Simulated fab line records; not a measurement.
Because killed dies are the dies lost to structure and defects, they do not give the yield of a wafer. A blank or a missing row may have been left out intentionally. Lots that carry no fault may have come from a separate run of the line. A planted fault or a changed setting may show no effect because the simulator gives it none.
Which tool is to blame?    flow n5Finfet    Sampling: 24 lots, 72 wafers, 5 of 1938 route steps

WHAT THE GAUGES READ, wafer by wafer
N5_BEOL_M9_CD_MEAS_18: pitch 140 nm, target cd 70 nm. Usual: cdNm reads 69.8 nm (standard deviation 0.84).
lot   measured      on        cdNm (nm)       flag
L074  day 10 03:35  cdSem-01  69.4 68.6 69.9  
L076  day 10 14:02  cdSem-03  70.1 70.1 70.1  
L075  day 10 14:11  cdSem-01  68.7 69.1 70.3  
L077  day 11 11:43  cdSem-02  69.9 69.5 69.9  
L079  day 11 17:29  cdSem-01  70.2 69.6 70.0  
L078  day 11 17:31  cdSem-03  71.0 70.3 69.8  
L080  day 11 20:58  cdSem-01  68.8 69.8 70.1  
L082  day 12 06:40  cdSem-03  69.0 68.6 69.3  
L081  day 12 06:50  cdSem-02  69.0 69.5 68.5  
L083  day 12 09:49  cdSem-02  69.9 69.6 69.2  
L084  day 12 16:40  cdSem-01  71.2 70.8 69.9  
L085  day 13 03:25  cdSem-02  69.0 70.6 70.4  
L087  day 13 08:31  cdSem-03  70.3 69.9 69.7  
L086  day 13 10:58  cdSem-01  70.4 71.0 70.1  
L090  day 13 20:01  cdSem-03  69.9 71.4 69.9  
L089  day 14 00:00  cdSem-02  68.5 68.7 70.2  
L088  day 14 03:58  cdSem-01  68.6 70.0 70.5  
L093  day 14 15:37  cdSem-02  71.8 70.3 71.0  
L092  day 14 15:51  cdSem-01  69.4 69.8 70.0  
L091  day 15 12:03  cdSem-03  69.7 68.4 69.8  
L094  day 15 14:32  cdSem-03  70.8 69.6 68.9  
L096  day 15 15:06  cdSem-03  68.7 69.8 69.3  
L095  day 15 19:57  cdSem-03  68.9 70.1 69.0  
L097  day 16 01:18  cdSem-03  70.3 70.4 69.3  

N5_BEOL_M9_CD_MEAS_35: target cd 70 nm, target cd y 40 nm. Usual: cdNm reads 69.7 nm (standard deviation 0.87).
lot   measured      on        cdNm (nm)       flag
L074  day 10 05:45  cdSem-02  69.0 68.6 69.7  
L076  day 10 16:32  cdSem-01  70.0 70.5 70.4  
L075  day 10 16:39  cdSem-02  68.9 68.9 70.4  
L077  day 11 13:43  cdSem-03  69.6 69.0 70.2  
L079  day 11 19:39  cdSem-02  69.1 69.9 70.0  
L078  day 11 19:42  cdSem-01  70.3 70.6 70.1  
L080  day 11 22:20  cdSem-02  68.8 69.6 70.0  
L082  day 12 07:50  cdSem-01  68.9 69.0 69.6  
L081  day 12 08:02  cdSem-03  69.1 69.7 68.7  
L083  day 12 11:40  cdSem-03  69.8 69.6 69.2  
L084  day 12 17:47  cdSem-02  70.8 70.6 70.3  
L085  day 13 04:41  cdSem-01  68.5 70.7 69.8  
L087  day 13 11:01  cdSem-03  70.3 70.0 69.6  
L086  day 13 12:08  cdSem-03  70.1 70.8 70.2  
L090  day 13 22:50  cdSem-01  70.3 71.4 69.9  
L089  day 14 01:34  cdSem-01  68.3 69.0 69.9  
L088  day 14 07:14  cdSem-03  68.1 70.0 70.6  
L093  day 14 18:49  cdSem-01  72.0 70.4 70.8  
L092  day 14 19:14  cdSem-01  69.3 69.7 70.4  
L091  day 15 13:40  cdSem-03  69.8 68.9 69.3  
L094  day 15 15:42  cdSem-03  70.5 69.9 69.0  
L096  day 15 17:50  cdSem-02  68.4 69.8 69.5  
L095  day 15 21:43  cdSem-01  68.9 69.9 68.9  
L097  day 16 04:14  cdSem-03  70.2 70.6 69.0  

TOOL THAT RAN EACH LOT (tool first, then ch and the chambers of the sampled wafers, then the start)
lot   N5_BEOL_M9_DESCUM_16               N5_BEOL_M9_STRIP_19                N5_BEOL_M9_TRENCH_ETCH_37
L074  rieDiel-06 ch 1,2,3, day 10 03:08  rieDiel-06 ch 0,1,3, day 10 03:31  rieDiel-06 ch 1,2, day 10 05:45 or earlier
L076  rieDiel-04 ch 2,3, day 10 13:34    rieDiel-03 ch 1,2,3, day 10 13:58  rieDiel-04 ch 0,3, day 10 16:32 or earlier
L075  rieDiel-03 ch 0,1, day 10 13:43    rieDiel-06 ch 0,1,2, day 10 14:07  rieDiel-03 ch 0,2, day 10 16:39 or earlier
L077  rieDiel-04 ch 0,2,3, day 11 11:06  rieDiel-04 ch 0,1,2, day 11 11:38  rieDiel-06 ch 0,1,2, day 11 13:43 or earlier
L079  rieDiel-04 ch 0,3, day 11 17:01    rieDiel-03 ch 1,2, day 11 17:25    rieDiel-04 ch 0,1, day 11 19:39 or earlier
L078  rieDiel-06 ch 1,2,3, day 11 17:04  rieDiel-03 ch 0,1, day 11 17:27    rieDiel-06 ch 2,3, day 11 19:42 or earlier
L080  rieDiel-03 ch 0,1, day 11 20:29    rieDiel-06 ch 0,2,3, day 11 20:54  rieDiel-06 ch 0,1, day 11 22:20 or earlier
L082  rieDiel-04 ch 0,1,3, day 12 06:11  rieDiel-03 ch 0,2,3, day 12 06:36  rieDiel-04 ch 0,3, day 12 07:50 or earlier
L081  rieDiel-06 ch 1,3, day 12 06:18    rieDiel-04 ch 0,2,3, day 12 06:45  rieDiel-03 ch 0,1, day 12 08:02 or earlier
L083  rieDiel-03 ch 0,2, day 12 09:22    rieDiel-03 ch 0,3, day 12 09:45    rieDiel-06 ch 0,1,3, day 12 11:40 or earlier
L084  rieDiel-03 ch 1,3, day 12 16:07    rieDiel-03 ch 0,1,3, day 12 16:36  rieDiel-03 ch 0,2,3, day 12 17:47 or earlier
L085  rieDiel-04 ch 0,1,2, day 13 02:50  rieDiel-03 ch 1,2,3, day 13 03:21  rieDiel-06 ch 0,1,3, day 13 04:41 or earlier
L087  rieDiel-04 ch 0,1, day 13 08:04    rieDiel-03 ch 0,2,3, day 13 08:27  rieDiel-04 ch 0,1,2, day 13 11:01 or earlier
L086  rieDiel-03 ch 0,3, day 13 10:30    rieDiel-06 ch 0,1,3, day 13 10:53  rieDiel-06 ch 0,1,2, day 13 12:08 or earlier
L090  rieDiel-04 ch 2,3, day 13 19:33    rieDiel-03 ch 0,1, day 13 19:56    rieDiel-03 ch 0,1, day 13 22:50 or earlier
L089  rieDiel-04 ch 0,1,3, day 13 23:26  rieDiel-03 ch 1,3, day 13 23:56    rieDiel-03 ch 0,1,3, day 14 01:34 or earlier
L088  rieDiel-06 ch 0,2, day 14 03:25    rieDiel-04 ch 2,3, day 14 03:54    rieDiel-03 ch 1,3, day 14 07:14 or earlier
L093  rieDiel-04 ch 0,1,2, day 14 15:10  rieDiel-04 ch 0,1,2, day 14 15:33  rieDiel-06 ch 0,1,2, day 14 18:49 or earlier
L092  rieDiel-03 ch 0,1,3, day 14 15:17  rieDiel-06 ch 1,2,3, day 14 15:47  rieDiel-06 ch 0,1,2, day 14 19:14 or earlier
L091  rieDiel-04 ch 0,3, day 15 11:35    rieDiel-04 ch 0,2, day 15 11:59    rieDiel-03 ch 1,3, day 15 13:40 or earlier
L094  rieDiel-03 ch 0,1,3, day 15 13:57  rieDiel-03 ch 0,1, day 15 14:28    rieDiel-04 ch 0,3, day 15 15:42 or earlier
L096  rieDiel-04 ch 2,3, day 15 14:32    rieDiel-03 ch 0,1,3, day 15 15:02  rieDiel-03 ch 0,1, day 15 17:50 or earlier
L095  rieDiel-04 ch 2,3, day 15 19:28    rieDiel-03 ch 0,1, day 15 19:53    rieDiel-06 ch 0,1, day 15 21:43 or earlier
L097  rieDiel-03 ch 0,1,3, day 16 00:48  rieDiel-04 ch 0,2,3, day 16 01:13  rieDiel-04 ch 0,3, day 16 04:14 or earlier
- N5_BEOL_M9_DESCUM_16: chemistry O2, time 7.9 s.
- N5_BEOL_M9_STRIP_19: strips in O2.
- N5_BEOL_M9_TRENCH_ETCH_37: etches SiCOH lowk in C4F6/O2, target depth 151.43 nm, time 49 s.

AS READ BY THE TOOLS THEMSELVES (means over the sampled wafers that have a number; for cases with no such wafer, the mark the record gives instead)
N5_BEOL_M9_DESCUM_16. Usual: drypumpMotorCurrentA 5.6 A, standard deviation 0.42; oesProductAu 0.78 a.u., standard deviation 0.086; rfVppV 243.2 V, standard deviation 1.2; showerheadPlenumPTorr 2.10 Torr, standard deviation 0.073; throttleValvePct 20.58 %, standard deviation 0.19.
lot   tool        drypumpMotorCurrentA (A)  oesProductAu (a.u.)  rfVppV (V)  showerheadPlenumPTorr (Torr)  throttleValvePct (%)  flag
L074  rieDiel-06  6.0                       0.76                 242.9       2.08                          20.45                 
L076  rieDiel-04  5.5                       0.73                 241.8       2.01                          20.84                 
L075  rieDiel-03  5.3                       0.81                 244.3       2.17                          20.50                 
L077  rieDiel-04  5.6                       0.74                 242.4       2.05                          20.78                 
L079  rieDiel-04  5.4                       0.78                 242.7       2.06                          20.64                 
L078  rieDiel-06  6.0                       0.75                 242.8       2.08                          20.49                 
L080  rieDiel-03  5.3                       0.81                 244.9       2.17                          20.51                 
L082  rieDiel-04  5.4                       0.74                 242.3       2.06                          20.60                 
L081  rieDiel-06  6.0                       0.81                 243.5       2.10                          20.41                 
L083  rieDiel-03  5.2                       0.76                 243.0       2.06                          20.34                 
L084  rieDiel-03  5.7                       0.86                 244.5       2.20                          20.59                 
L085  rieDiel-04  5.6                       0.78                 243.6       2.13                          20.65                 
L087  rieDiel-04  5.7                       0.69                 243.1       2.07                          20.68                 
L086  rieDiel-03  5.9                       0.80                 243.7       2.11                          20.62                 
L090  rieDiel-04  5.3                       0.85                 243.5       2.12                          20.64                 
L089  rieDiel-04  5.4                       0.73                 243.0       2.06                          20.62                 
L088  rieDiel-06  5.8                       0.88                 242.7       2.03                          20.29                 
L093  rieDiel-04  5.6                       0.77                 243.5       2.13                          20.67                 
L092  rieDiel-03  5.6                       0.79                 243.7       2.13                          20.59                 
L091  rieDiel-04  5.4                       0.76                 241.3       2.05                          20.69                 
L094  rieDiel-03  5.6                       0.78                 243.1       2.13                          20.61                 
L096  rieDiel-04  5.4                       0.84                 243.5       2.11                          20.66                 
L095  rieDiel-04  5.3                       0.84                 242.7       2.11                          20.67                 
L097  rieDiel-03  5.6                       0.76                 243.8       2.13                          20.62                 

N5_BEOL_M9_STRIP_19. Usual: drypumpMotorCurrentA 5.6 A, standard deviation 0.46; oesProductAu 0.80 a.u., standard deviation 0.082; rfVppV 3.7 V, standard deviation 0.56; showerheadPlenumPTorr 2.11 Torr, standard deviation 0.071; throttleValvePct 16.76 %, standard deviation 0.21.
lot   tool        drypumpMotorCurrentA (A)  oesProductAu (a.u.)  rfVppV (V)  showerheadPlenumPTorr (Torr)  throttleValvePct (%)  flag
L074  rieDiel-06  5.7                       0.81                 3.9         2.07                          16.60                 
L076  rieDiel-03  5.7                       0.88                 3.7         2.15                          16.63                 
L075  rieDiel-06  5.6                       0.74                 3.6         2.05                          16.74                 
L077  rieDiel-04  5.6                       0.69                 3.8         2.05                          16.99                 
L079  rieDiel-03  5.4                       0.87                 3.8         2.17                          16.60                 
L078  rieDiel-03  5.2                       0.76                 3.7         2.12                          16.77                 
L080  rieDiel-06  5.8                       0.77                 3.7         2.06                          16.63                 
L082  rieDiel-03  5.6                       0.81                 3.1         2.09                          16.64                 
L081  rieDiel-04  5.6                       0.85                 3.6         2.14                          16.86                 
L083  rieDiel-03  5.9                       0.81                 4.1         2.11                          16.85                 
L084  rieDiel-03  5.6                       0.81                 3.7         2.14                          16.82                 
L085  rieDiel-03  5.7                       0.86                 3.5         2.14                          16.66                 
L087  rieDiel-03  5.6                       0.81                 3.6         2.08                          16.66                 
L086  rieDiel-06  5.7                       0.77                 3.6         2.06                          16.65                 
L090  rieDiel-03  5.3                       0.79                 3.7         2.17                          16.78                 
L089  rieDiel-03  6.1                       0.84                 3.3         2.16                          16.88                 
L088  rieDiel-04  5.5                       0.89                 3.9         2.18                          16.79                 
L093  rieDiel-04  5.6                       0.77                 3.7         2.13                          16.89                 
L092  rieDiel-06  6.0                       0.82                 3.9         2.08                          16.67                 
L091  rieDiel-04  5.8                       0.84                 3.6         2.19                          16.94                 
L094  rieDiel-03  5.3                       0.77                 3.8         2.16                          16.82                 
L096  rieDiel-03  5.6                       0.78                 3.4         2.13                          16.86                 
L095  rieDiel-03  5.2                       0.73                 3.4         2.11                          16.83                 
L097  rieDiel-04  5.6                       0.79                 3.2         2.12                          16.93                 

N5_BEOL_M9_TRENCH_ETCH_37. Usual: drypumpMotorCurrentA 5.6 A, standard deviation 0.43; oesProductAu 0.78 a.u., standard deviation 0.08; rfVppV 677 V, standard deviation 30; showerheadPlenumPTorr 2.84 Torr, standard deviation 0.092; throttleValvePct 21.02 %, standard deviation 0.18.
lot   tool        drypumpMotorCurrentA (A)  oesProductAu (a.u.)  rfVppV (V)  showerheadPlenumPTorr (Torr)  throttleValvePct (%)  flag
L074  rieDiel-06  5.9                       0.70                 674         2.79                          20.97                 
L076  rieDiel-04  5.4                       0.79                 646         2.78                          20.94                 
L075  rieDiel-03  5.2                       0.76                 701         2.83                          20.96                 
L077  rieDiel-06  5.6                       0.73                 677         2.77                          20.91                 
L079  rieDiel-04  5.7                       0.70                 644         2.81                          21.08                 
L078  rieDiel-06  6.1                       0.78                 668         2.87                          20.99                 
L080  rieDiel-06  5.4                       0.76                 679         2.76                          20.84                 
L082  rieDiel-04  5.6                       0.74                 644         2.79                          21.06                 
L081  rieDiel-03  5.2                       0.75                 716         2.90                          21.12                 
L083  rieDiel-06  5.7                       0.77                 684         2.81                          20.91                 
L084  rieDiel-03  5.6                       0.80                 682         2.85                          21.01                 
L085  rieDiel-06  5.7                       0.77                 685         2.81                          20.92                 
L087  rieDiel-04  5.6                       0.77                 643         2.88                          21.08                 
L086  rieDiel-06  5.7                       0.82                 677         2.77                          20.84                 
L090  rieDiel-03  5.3                       0.79                 718         2.95                          21.11                 
L089  rieDiel-03  5.6                       0.79                 697         2.92                          21.20                 
L088  rieDiel-03  5.7                       0.83                 699         2.97                          21.17                 
L093  rieDiel-06  5.7                       0.79                 676         2.76                          20.86                 
L092  rieDiel-06  5.7                       0.80                 676         2.76                          20.85                 
L091  rieDiel-03  5.7                       0.82                 698         2.97                          21.20                 
L094  rieDiel-04  5.7                       0.72                 643         2.78                          21.10                 
L096  rieDiel-03  5.3                       0.77                 717         2.94                          21.14                 
L095  rieDiel-06  5.5                       0.72                 698         2.76                          20.96                 
L097  rieDiel-04  5.4                       0.75                 644         2.76                          21.02                 

THE ANSWER, worked out from the rows above alone
Rule: a lot is off if the mean of its wafers that have a number lies more than 3 standard deviations from the usual mean. A lot without any number at a reading at which 4 lots or more have one is off too. Where the step has rows for the other lots, those lots are counted as sound. After the gauges, taken in route order, come the tools' own readings; for these a lot's mean is taken, as printed above. At the first step where some lot is off, the reading lying furthest off is the one used; lots without a number count as furthest.
None of the lots is off at any reading shown; this tells nothing.

WHAT HAD BEEN PUT IN BY THE SIMULATOR
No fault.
